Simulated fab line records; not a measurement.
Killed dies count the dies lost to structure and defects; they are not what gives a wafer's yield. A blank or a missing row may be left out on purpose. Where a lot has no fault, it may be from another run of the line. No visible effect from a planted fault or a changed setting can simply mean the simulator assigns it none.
Chamber matching    flow nand harc    NHARC_A_WL_FILL_ALD_00 on ald hk-03: 4 sister chambers
The step deposits Al2O3, target thk 3 nm, pulse time 3 s, ald cycles 30. 4 wafers are shown with their chamber, then 7 later ones without.

== WAFERS PAIRED WITH THEIR CHAMBERS ==
wafer   chamber  heater power w (W)
L732.5  0        479
L736.2  2        470
L741.2  1        458
L741.4  3        486

== WAFERS WHOSE CHAMBER IS MISSING ==
wafer   heater power w (W)
L741.5  461
L749.1  451
L749.3  469
L749.4  506
L751.1  482
L751.4  442
L751.6  479

== WHICH CHAMBER EACH ONE RAN IN ==
wafer   from the rows above                in truth
L741.5  can't be placed: 1 or 2 or 0       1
L749.1  can't be placed: 1 or 2            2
L749.3  can't be placed: 2 or 0 or 1 or 3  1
L749.4  can't be placed: 3 or 0 or 2       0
L751.1  can't be placed: 0 or 3 or 2       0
L751.4  can't be placed: 1 or 2            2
L751.6  can't be placed: 0 or 3 or 2       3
0 of 7 placed correctly. These rows do not allow placing 7 (true chamber among the candidates in 7). Wrongly placed: 0.
How it was worked out, from the rows above alone: a wafer's distance from a chamber is the root of the sum, over the readings, of the square of ((its reading less the chamber's mean) divided by the reading's scatter). The wafer belongs to the nearest chamber; if the next one is less than 2 further off, it can't be placed. For every chamber, the mean is computed from those of its wafers that are shown. The scatter (one wafer shown for each chamber): square how far every hidden wafer sits from the nearest shown wafer, average those squares and take the square root.
